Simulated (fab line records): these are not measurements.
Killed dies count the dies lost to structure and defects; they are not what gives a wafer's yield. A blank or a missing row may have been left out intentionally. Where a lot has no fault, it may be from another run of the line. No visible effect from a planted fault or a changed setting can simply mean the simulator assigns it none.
Matching of chambers / flow n5_finfet / N5_BEOL_M4_DEP_57 on pecvd-03 has 3 sister chambers
The step deposits SiCN from 3MS/NH3, target thk 8 nm, time 14 s. 22 wafers are shown with their chamber, then 11 later ones without.

== WAFERS, EACH WITH ITS CHAMBER ==
wafer=L075.1; chamber=0; throttle_valve_pct (%)=8.8; showerhead_plenum_p_Torr (Torr)=3.654
wafer=L075.3; chamber=2; throttle_valve_pct (%)=8.6; showerhead_plenum_p_Torr (Torr)=3.678
wafer=L075.5; chamber=0; throttle_valve_pct (%)=8.8; showerhead_plenum_p_Torr (Torr)=3.657
wafer=L074.2; chamber=0; throttle_valve_pct (%)=8.8; showerhead_plenum_p_Torr (Torr)=3.644
wafer=L074.3; chamber=1; throttle_valve_pct (%)=9.1; showerhead_plenum_p_Torr (Torr)=3.648
wafer=L074.6; chamber=1; throttle_valve_pct (%)=8.7; showerhead_plenum_p_Torr (Torr)=3.656
wafer=L077.2; chamber=0; throttle_valve_pct (%)=9.0; showerhead_plenum_p_Torr (Torr)=3.647
wafer=L077.3; chamber=1; throttle_valve_pct (%)=9.2; showerhead_plenum_p_Torr (Torr)=3.637
wafer=L077.6; chamber=1; throttle_valve_pct (%)=8.9; showerhead_plenum_p_Torr (Torr)=3.645
wafer=L078.2; chamber=1; throttle_valve_pct (%)=9.1; showerhead_plenum_p_Torr (Torr)=3.642
wafer=L078.3; chamber=0; throttle_valve_pct (%)=8.6; showerhead_plenum_p_Torr (Torr)=3.652
wafer=L078.6; chamber=0; throttle_valve_pct (%)=9.0; showerhead_plenum_p_Torr (Torr)=3.662
wafer=L079.1; chamber=1; throttle_valve_pct (%)=8.9; showerhead_plenum_p_Torr (Torr)=3.648
wafer=L079.2; chamber=2; throttle_valve_pct (%)=8.1; showerhead_plenum_p_Torr (Torr)=3.657
wafer=L079.5; chamber=0; throttle_valve_pct (%)=8.9; showerhead_plenum_p_Torr (Torr)=3.648
wafer=L084.3; chamber=1; throttle_valve_pct (%)=9.0; showerhead_plenum_p_Torr (Torr)=3.648
wafer=L084.4; chamber=1; throttle_valve_pct (%)=9.3; showerhead_plenum_p_Torr (Torr)=3.635
wafer=L084.6; chamber=0; throttle_valve_pct (%)=8.7; showerhead_plenum_p_Torr (Torr)=3.661
wafer=L087.3; chamber=0; throttle_valve_pct (%)=9.3; showerhead_plenum_p_Torr (Torr)=3.662
wafer=L087.4; chamber=0; throttle_valve_pct (%)=8.7; showerhead_plenum_p_Torr (Torr)=3.653
wafer=L087.5; chamber=1; throttle_valve_pct (%)=9.2; showerhead_plenum_p_Torr (Torr)=3.654
wafer=L086.1; chamber=0; throttle_valve_pct (%)=8.9; showerhead_plenum_p_Torr (Torr)=3.655

SIGNATURES (means of the wafers above)
reading=throttle_valve_pct; chamber 0=8.864; chamber 1=9.044; chamber 2=8.350; scatter within a chamber=0.202
reading=showerhead_plenum_p_Torr; chamber 0=3.65409; chamber 1=3.64589; chamber 2=3.66750; scatter within a chamber=0.00723
Rule: for each reading, subtract the chamber's mean from the wafer's reading, divide by that reading's scatter and square the result; add these up over the readings and take the root, which gives the wafer's distance from the chamber. The wafer belongs to the nearest chamber; if the next one is less than 2 further off, it can't be placed. How the scatter is found: for the shown wafers, subtract from each reading the mean of its chamber, square and add these, divide the total by (wafers less chambers), then take the root.

== WAFERS WHOSE CHAMBER IS MISSING ==
wafer=L086.3; throttle_valve_pct (%)=9.3; showerhead_plenum_p_Torr (Torr)=3.651
wafer=L086.4; throttle_valve_pct (%)=8.3; showerhead_plenum_p_Torr (Torr)=3.656
wafer=L088.1; throttle_valve_pct (%)=9.5; showerhead_plenum_p_Torr (Torr)=3.655
wafer=L088.3; throttle_valve_pct (%)=9.0; showerhead_plenum_p_Torr (Torr)=3.650
wafer=L088.4; throttle_valve_pct (%)=8.5; showerhead_plenum_p_Torr (Torr)=3.663
wafer=L093.2; throttle_valve_pct (%)=8.9; showerhead_plenum_p_Torr (Torr)=3.644
wafer=L093.4; throttle_valve_pct (%)=9.0; showerhead_plenum_p_Torr (Torr)=3.651
wafer=L093.6; throttle_valve_pct (%)=8.4; showerhead_plenum_p_Torr (Torr)=3.660
wafer=L094.3; throttle_valve_pct (%)=9.2; showerhead_plenum_p_Torr (Torr)=3.654
wafer=L094.5; throttle_valve_pct (%)=8.8; showerhead_plenum_p_Torr (Torr)=3.657
wafer=L094.6; throttle_valve_pct (%)=9.0; showerhead_plenum_p_Torr (Torr)=3.657

== WHICH CHAMBER EACH WENT THROUGH ==
wafer=L086.3; from the rows above=can't be placed: 1 or 0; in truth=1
wafer=L086.4; from the rows above=can't be placed: 2 or 0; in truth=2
wafer=L088.1; from the rows above=can't be placed: 1 or 0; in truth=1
wafer=L088.3; from the rows above=can't be placed: 1 or 0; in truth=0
wafer=L088.4; from the rows above=can't be placed: 2 or 0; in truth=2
wafer=L093.2; from the rows above=can't be placed: 1 or 0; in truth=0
wafer=L093.4; from the rows above=can't be placed: 1 or 0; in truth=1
wafer=L093.6; from the rows above=can't be placed: 2 or 0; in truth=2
wafer=L094.3; from the rows above=can't be placed: 1 or 0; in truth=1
wafer=L094.5; from the rows above=can't be placed: 0 or 1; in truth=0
wafer=L094.6; from the rows above=can't be placed: 0 or 1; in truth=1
Placed correctly: 0 of 11. Not placeable from these rows: 11 (in 11, the candidates include the true chamber). Number placed wrongly: 0.
